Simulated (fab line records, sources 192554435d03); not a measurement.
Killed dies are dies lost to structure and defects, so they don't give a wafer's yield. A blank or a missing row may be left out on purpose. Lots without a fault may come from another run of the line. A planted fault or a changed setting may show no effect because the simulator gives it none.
Split-lot experiment | flow n5_finfet | 7 lots, 39 wafers read, on a route of 1938 steps

THE SPLIT
At N5_SD_EPI_N_ETCH_45 (etches SiOCN in CH3F/O2, target depth 6 nm), the setting target_depth_a was moved away from the recipe's 60 angstrom on 15 of the 39 wafers read, by -52.3% to +58.6%. The other wafers ran this setting at the recipe's value.

The reading is taken at the split's own step.

THE READING
etch.depth_nm (the simulator's own value, which no gauge read), in nm, at N5_SD_EPI_N_ETCH_45 (etches SiOCN in CH3F/O2, target depth 6 nm). The file gives no usual value for it. The 24 wafers here that ran the recipe average 5.967 nm, standard deviation 0.063 nm.

wafer  | tool, chamber at the split | target_depth_a as run, angstrom | against the recipe | etch.depth_nm, nm | against lot-mates on the recipe
L075.1 | rie_diel-01, 1             | 60                              | recipe             | 6.053             | -
L075.2 | rie_diel-01, 0             | 73.13                           | +21.9%             | 7.222             | +1.285
L075.3 | rie_diel-01, 2             | 60                              | recipe             | 5.861             | -
L075.4 | rie_diel-01, 3             | 73.13                           | +21.9%             | 7.326             | +1.389
L075.5 | rie_diel-01, 3             | 73.13                           | +21.9%             | 7.389             | +1.452
L075.6 | rie_diel-01, 2             | 60                              | recipe             | 5.897             | -
L076.1 | rie_diel-01, 3             | 60                              | recipe             | 5.994             | -
L076.2 | rie_diel-01, 2             | 91.25                           | +52.1%             | 8.906             | +2.938
L076.3 | rie_diel-01, 0             | 91.25                           | +52.1%             | 8.938             | +2.970
L076.4 | rie_diel-01, 1             | 60                              | recipe             | 6.023             | -
L076.5 | rie_diel-01, 2             | 60                              | recipe             | 5.886             | -
L076.6 | rie_diel-01, 1             | 91.25                           | +52.1%             | 9.209             | +3.241
L078.1 | rie_diel-05, 1             | 60                              | recipe             | 5.967             | -
L078.2 | rie_diel-05, 0             | 60                              | recipe             | 6.021             | -
L078.3 | rie_diel-05, 2             | 60                              | recipe             | 5.939             | -
L078.4 | rie_diel-05, 1             | 60                              | recipe             | 5.927             | -
L078.5 | rie_diel-05, 0             | 60                              | recipe             | 6.027             | -
L078.6 | rie_diel-05, 2             | 60                              | recipe             | 5.973             | -
L080.1 | rie_diel-01, 3             | 60                              | recipe             | 6.033             | -
L080.2 | rie_diel-01, 2             | 60                              | recipe             | 5.881             | -
L080.3 | rie_diel-01, 1             | 29.71                           | -50.5%             | 3.005             | -2.942
L080.4 | rie_diel-01, 0             | 29.71                           | -50.5%             | 2.935             | -3.012
L080.5 | rie_diel-01, 1             | 29.71                           | -50.5%             | 2.992             | -2.955
L080.6 | rie_diel-01, 2             | 60                              | recipe             | 5.926             | -
L084.1 | rie_diel-05, 1             | 95.17                           | +58.6%             | 9.267             | +3.318
L084.2 | rie_diel-05, 3             | 60                              | recipe             | 5.941             | -
L084.3 | rie_diel-05, 0             | 60                              | recipe             | 5.947             | -
L084.4 | rie_diel-05, 2             | 95.17                           | +58.6%             | 9.504             | +3.555
L084.5 | rie_diel-05, 2             | 95.17                           | +58.6%             | 9.566             | +3.617
L084.6 | rie_diel-05, 3             | 60                              | recipe             | 5.958             | -
L092.1 | rie_diel-03, 2             | 60                              | recipe             | 5.946             | -
L092.2 | rie_diel-03, 0             | 28.6                            | -52.3%             | 2.898             | -3.077
L092.3 | rie_diel-03, 3             | 60                              | recipe             | 5.889             | -
L092.4 | rie_diel-03, 3             | 28.6                            | -52.3%             | 2.814             | -3.161
L092.5 | rie_diel-03, 0             | 60                              | recipe             | 6.089             | -
L092.6 | rie_diel-03, 2             | 28.6                            | -52.3%             | 2.829             | -3.146
L094.1 | rie_diel-01, 0             | 60                              | recipe             | 5.981             | -
L094.3 | rie_diel-01, 2             | 60                              | recipe             | 5.958             | -
L094.5 | rie_diel-01, 1             | 60                              | recipe             | 6.095             | -

THE FIT
A straight line over all 39 wafers: etch.depth_nm changes by +0.0593 nm for each +1% of target_depth_a; r = +1.00; the points scatter about the line by 0.079 nm.
The same after taking each lot's own level away (the mean of its wafers on the recipe; 39 wafers): +0.0594 nm for each +1%; r = +1.00; scatter 0.08 nm.
On that fit, the largest move of target_depth_a shifts the reading by 3.5 nm.
The lots' own levels span 5.9370 to 6.0113 nm, that is 1.2 times the standard deviation above.
So the lot-to-lot level changes the slope little: the two slopes agree.
Check: with one of the wafers moved furthest among these (+58.6%) left out of the fit, the line predicts +3.51 nm for it against its lot-mates. It came out at +3.32 nm against them.

OTHER SPLITS ON THESE WAFERS
These wafers also went through other splits before the reading. Each is held against what the fit with the lots' levels taken away leaves over:
other split on the same wafers     | wafers away from the commonest value | r with etch.depth_nm (lot level and that fit taken away)
N5_FIN_SAQP_HM_DEP_03 target_thk_a | 12                                   | -0.25

THE FILE'S OWN FIT
etch.depth_nm changes by +0.0594 nm for each +1% of target_depth_a, r = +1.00.
